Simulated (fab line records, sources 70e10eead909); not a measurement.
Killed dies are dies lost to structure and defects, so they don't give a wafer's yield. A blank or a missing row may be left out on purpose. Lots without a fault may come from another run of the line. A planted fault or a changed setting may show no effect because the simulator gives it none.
Which tool did it? | flow nand_harc | 6 lots, 18 wafers sampled, at 4 steps of a route of 1302

WHAT THE GAUGES READ, wafer by wafer
NHARC_THIN_TSV_CD_MEAS_37.
lot  | measured     | on        | cd_nm (nm)
L305 | day 25 00:16 | cd_sem-02 | 5001.7 4999.6 5001.1
L312 | day 27 12:41 | cd_sem-02 | 5000.2 4998.9 4997.2
L315 | day 28 14:30 | cd_sem-03 | 4982.4 4983.4 4984.3
L322 | day 31 14:36 | cd_sem-02 | 4998.8 4998.6 4997.5
L321 | day 31 16:57 | cd_sem-01 | 5001.6 5001.4 5004.7
L326 | day 33 20:50 | cd_sem-01 | 4999.9 4996.0 5000.2

WHICH TOOL RAN EACH LOT (tool, then ch and the chambers of the sampled wafers, then the start)
lot  | NHARC_THIN_TSV_DEP_47           | NHARC_THIN_TSV_PRE_CLEAN_50             | NHARC_THIN_TSV_ETCH_59
L305 | pecvd-03 ch 1,2, day 24 18:44   | pvd_sputter-01, day 24 22:47 or earlier | rie_metal-02 ch 0,1, day 24 23:08
L312 | pecvd-01 ch 1,2, day 27 07:07   | pvd_sputter-02, day 27 11:16 or earlier | rie_metal-01 ch 0,1, day 27 11:34
L315 | pecvd-04 ch 0,1,2, day 28 08:52 | pvd_sputter-02, day 28 13:01 or earlier | rie_metal-01 ch 0,1, day 28 13:20
L322 | pecvd-04 ch 0,1,2, day 31 09:11 | pvd_sputter-01, day 31 13:10 or earlier | rie_metal-03 ch 0,1, day 31 13:27
L321 | pecvd-01 ch 0,1, day 31 11:38   | pvd_sputter-01, day 31 15:31 or earlier | rie_metal-02 ch 1, day 31 15:49
L326 | pecvd-03 ch 0,2, day 33 14:04   | pvd_sputter-03, day 33 18:05 or earlier | rie_metal-01 ch 0,1, day 33 18:23
- NHARC_THIN_TSV_DEP_47: deposits SiO2, target thk 200 nm.
- NHARC_THIN_TSV_PRE_CLEAN_50: time 30 s.
- NHARC_THIN_TSV_ETCH_59: etches the open film in Cl2/BCl3, target depth 880 nm, time 138.1 s.

THE ANSWER, worked out from the rows above alone
Rule: what is usual is taken from the lots themselves. Put in order of their means at a reading, lots are off if they are a third of the lots or fewer, leave a main group of 4 or more, and stand apart from it by a gap of 3 or more times the standard deviation of the main group's means; of several such gaps the widest counts. A main group whose means are all the same, to the digits that the tables above print for the reading, isn't used. A lot without any number at a reading at which 4 lots or more have one is off too. The other lots that the step has rows for count as sound.
Off: L315, at NHARC_THIN_TSV_CD_MEAS_37 (cd_nm). The main group: mean 4999.8 nm, standard deviation 1.6.
A tool fits if, at a process step before that reading, it ran every lot that is off, and no sound lot after the first of them. The gauges at NHARC_THIN_TSV_CD_MEAS_37 are tried like those tools. NHARC_THIN_TSV_PRE_CLEAN_50 gives no start for some lots, so the hours and the order of its lots are those of NHARC_THIN_TSV_CD_MEAS_33. Can't be told from this: 2 tools fit, pvd_sputter-02 at NHARC_THIN_TSV_PRE_CLEAN_50, cd_sem-03 at NHARC_THIN_TSV_CD_MEAS_37.

WHAT THE SIMULATOR HAD PUT IN
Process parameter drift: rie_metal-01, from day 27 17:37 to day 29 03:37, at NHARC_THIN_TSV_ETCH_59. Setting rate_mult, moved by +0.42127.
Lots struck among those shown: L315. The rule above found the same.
